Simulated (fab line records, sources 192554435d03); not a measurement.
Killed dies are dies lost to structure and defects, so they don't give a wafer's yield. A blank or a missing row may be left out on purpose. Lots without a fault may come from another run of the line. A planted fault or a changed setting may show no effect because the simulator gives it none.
Split-lot experiment | flow n5_finfet | 7 lots, 39 wafers read, on a route of 1938 steps

THE SPLIT
At N5_WELL_APT_IMPLANT_32, the setting energy_kev was moved away from the recipe's 50 on 12 of the 39 wafers read, by -15.6% to +11.1%. The other wafers ran this setting at the recipe's value.

The reading is taken at the split's own step.

THE READING
implant.drp_nm (the simulator's own value, which no gauge read), in nm, at N5_WELL_APT_IMPLANT_32. The file gives no usual value for it.

wafer  | tool, chamber at the split | energy_kev as run | against the recipe | implant.drp_nm, nm | against lot-mates on the recipe
L076.1 | implanter-02, 0            | 50                | recipe             | 18.55              | -
L076.2 | implanter-02, 0            | 50                | recipe             | 18.55              | -
L076.3 | implanter-02, 0            | 50                | recipe             | 18.55              | -
L076.4 | implanter-02, 0            | 50                | recipe             | 18.55              | -
L076.5 | implanter-02, 0            | 50                | recipe             | 18.55              | -
L076.6 | implanter-02, 0            | 50                | recipe             | 18.55              | -
L079.1 | implanter-02, 0            | 50                | recipe             | 18.55              | -
L079.5 | implanter-02, 0            | 50                | recipe             | 18.55              | -
L079.6 | implanter-02, 0            | 50                | recipe             | 18.55              | -
L079.2 | implanter-02, 0            | 55.53             | +11.1%             | 20.03              | +1.48
L079.3 | implanter-02, 0            | 55.53             | +11.1%             | 20.03              | +1.48
L079.4 | implanter-02, 0            | 55.53             | +11.1%             | 20.03              | +1.48
L080.1 | implanter-01, 0            | 50                | recipe             | 18.55              | -
L080.4 | implanter-01, 0            | 50                | recipe             | 18.55              | -
L080.6 | implanter-01, 0            | 50                | recipe             | 18.55              | -
L080.2 | implanter-01, 0            | 42.18             | -15.6%             | 16.46              | -2.09
L080.3 | implanter-01, 0            | 42.18             | -15.6%             | 16.46              | -2.09
L080.5 | implanter-01, 0            | 42.18             | -15.6%             | 16.46              | -2.09
L087.2 | implanter-02, 0            | 50                | recipe             | 18.55              | -
L087.3 | implanter-02, 0            | 50                | recipe             | 18.55              | -
L087.4 | implanter-02, 0            | 50                | recipe             | 18.55              | -
L089.1 | implanter-02, 0            | 50                | recipe             | 18.55              | -
L089.4 | implanter-02, 0            | 50                | recipe             | 18.55              | -
L089.5 | implanter-02, 0            | 50                | recipe             | 18.55              | -
L089.2 | implanter-02, 0            | 53.81             | +7.6%              | 19.57              | +1.02
L089.3 | implanter-02, 0            | 53.81             | +7.6%              | 19.57              | +1.02
L089.6 | implanter-02, 0            | 53.81             | +7.6%              | 19.57              | +1.02
L095.1 | implanter-01, 0            | 47.58             | -4.8%              | 17.91              | -0.64
L095.2 | implanter-01, 0            | 47.58             | -4.8%              | 17.91              | -0.64
L095.5 | implanter-01, 0            | 47.58             | -4.8%              | 17.91              | -0.64
L095.3 | implanter-01, 0            | 50                | recipe             | 18.55              | -
L095.4 | implanter-01, 0            | 50                | recipe             | 18.55              | -
L095.6 | implanter-01, 0            | 50                | recipe             | 18.55              | -
L096.1 | implanter-01, 0            | 50                | recipe             | 18.55              | -
L096.2 | implanter-01, 0            | 50                | recipe             | 18.55              | -
L096.3 | implanter-01, 0            | 50                | recipe             | 18.55              | -
L096.4 | implanter-01, 0            | 50                | recipe             | 18.55              | -
L096.5 | implanter-01, 0            | 50                | recipe             | 18.55              | -
L096.6 | implanter-01, 0            | 50                | recipe             | 18.55              | -

THE FIT
A straight line over all 39 wafers: implant.drp_nm changes by +0.134 nm for each +1% of energy_kev; r = +1.00; the points scatter about the line by 0.0019 nm.
The same after taking each lot's own level away (the mean of its wafers on the recipe; 39 wafers): +0.134 nm for each +1%; r = +1.00; scatter 0.0019 nm.
On that fit, the largest move of energy_kev shifts the reading by 2.1 nm.
The lots' own levels span 18.550 to 18.550 nm.
So the lot-to-lot level changes the slope little: the two slopes agree.
Check: with one of the wafers moved furthest among these (-15.6%) left out of the fit, the line predicts -2.09 nm for it against its lot-mates. It came out at -2.09 nm against them.

THE WHOLE CHAIN: every reading that the file lists as answering this split, in the file's order
step                   | what it does | reading                                                         | change (the file's fit)               | r (the file's)
N5_WELL_APT_IMPLANT_32 |              | implant.rp_nm (the simulator's own value, which no gauge read)  | +0.362 nm for each +1% of the setting | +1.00
N5_WELL_APT_IMPLANT_32 |              | implant.drp_nm (the simulator's own value, which no gauge read) | +0.134 nm for each +1% of the setting | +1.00

THE FILE'S OWN FIT
implant.drp_nm changes by +0.134 nm for each +1% of energy_kev, r = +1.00.
